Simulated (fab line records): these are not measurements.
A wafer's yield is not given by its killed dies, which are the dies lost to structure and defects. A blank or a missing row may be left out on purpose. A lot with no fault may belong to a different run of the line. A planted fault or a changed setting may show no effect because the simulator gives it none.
8D (eight disciplines) problem report, filled in by code    flow n5_finfet    the parts of the form that need people (team, actions taken, sign-off) are left out
Where a reading is given only as a bound, like >300, the bound stands for it, and a mean or a difference that rests on one is marked > or <: the true number lies beyond.

== 1. THE PROBLEM ==
A mean of 1029 is read at N5_BEOL_M0_SAQP_INSPECT_42 for raw_defect_count, taken on 1 wafer of 1 lot, against 276 (standard deviation 74) on wafers free of any fault. That puts it +10 standard deviations away from the usual mean.
The step: inspects for defects (brightfield).
First seen on wafer L316.1, day 8 08:24, on defect_inspect-02. At this step, 26 wafers from 9 lots have a number in the record. Rule for "out", or "out of limits": more than 4 standard deviations from the usual mean. The other wafers with a number count as sound.

== 2. WHAT IT IS AND WHAT IT IS NOT ==
question                     is                 is not
which readings at this step  raw_defect_count   -
which lots                   L316               L310, L312, L314, L317, L321, L322, L327, L328
which wafers of those lots   L316.1             L316.2, L316.4
read on which gauges         defect_inspect-02  defect_inspect-01
when                         from day 8 08:24   up to then (10 sound wafers); but 15 sound wafers of L317, L321, L322, L327, L328 came after

== 3. SUSPECTS, AND WHAT RULES EACH OUT ==
Counting: a tool at a process step up to the reading stays a suspect if it ran every lot that is out. Sound lots after the first of them don't rule it out here, since some wafers of a struck lot are sound.
- the gauge at N5_BEOL_M0_SAQP_INSPECT_42: ruled out. All the wafers that are out were read on defect_inspect-02, but those of them that N5_PASSIVATION_PROBE_49 has rows for are out there too, on other tools.
- rie_diel-06 at N5_BEOL_M0_SAQP_ETCH_101 (etches SiNx in CH3F/O2, target depth 29.9 nm, time 42.7 s): kept. It ran the lot that is out, L316 (day 8 06:17); its last sound lot up to then is L312 (day 7 08:28).
- rie_diel-06, N5_BEOL_M0_SAQP_ETCH_101: wafers that are out in chamber 3, sound lot-mates in chambers 0, 1.
The count leaves rie_diel-06 at N5_BEOL_M0_SAQP_ETCH_101.

== 4. THE CAUSE (what the simulator had put in) ==
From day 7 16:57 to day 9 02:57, rie_diel-06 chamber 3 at N5_BEOL_M0_SAQP_ETCH_101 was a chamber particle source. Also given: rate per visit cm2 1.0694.
After counting, this tool was the only one left.

== 5. SEQUENCE OF EFFECTS, ordered by route ==
Rows list readings where the struck wafers' mean (over those with a number) sits beyond 3 standard deviations from the usual. Scope: only readings with a usual standard deviation given in the record; hours: median across lots of the time from each lot's start at the first step in this table that gives one to its start at this step; sigmas: change in usual standard deviations.
hours  step                        reading               usual   on struck wafers  change  sigmas
0      N5_BEOL_M0_SAQP_INSPECT_42  raw_defect_count      276     1029              +753    +10
2      N5_BEOL_M0_CUTY_INSPECT_59  raw_defect_count      1.9     >300              >+298   +99 or more
212    N5_PASSIVATION_PROBE_49     defect_limited_yield  91.2 %  81.9              -9.3    -6.2
212    N5_PASSIVATION_PROBE_49     killed_at_M0_to_M3    36      156               +120    +12
212    N5_PASSIVATION_PROBE_49     killed_dies           104     213               +109    +6.1
212    N5_PASSIVATION_PROBE_49     sort_bin_5_function   5.2 %   11.6              +6.4    +6.4
212    N5_PASSIVATION_PROBE_49     sort_n_pass           1076    967               -109    -6.1
212    N5_PASSIVATION_PROBE_49     sort_yield_pct        91.2 %  81.9              -9.3    -6.2
The process steps in it:
- N5_PASSIVATION_PROBE_49
Later steps that measure or inspect, where all struck wafers having a row at the step show a number for every such reading and not one has moved that far: N5_BEOL_M4_RC_MEAS_101.

== 6. WHAT WOULD HAVE CAUGHT IT SOONER ==
Counted from the fault's start at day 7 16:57, it took 15 hours until the first out-of-limits reading at a measuring or inspecting step in this record, taken at day 8 08:24.
Tool readings at N5_BEOL_M0_SAQP_ETCH_101 with a usual standard deviation given in the record: none out on any struck wafer, hence no alarm at a limit of 4 standard deviations on them.
Lots out: 1; all had begun N5_BEOL_M0_SAQP_ETCH_101 on rie_diel-06 by day 8 08:24. A hold on the tool at that time would have spared none of them.
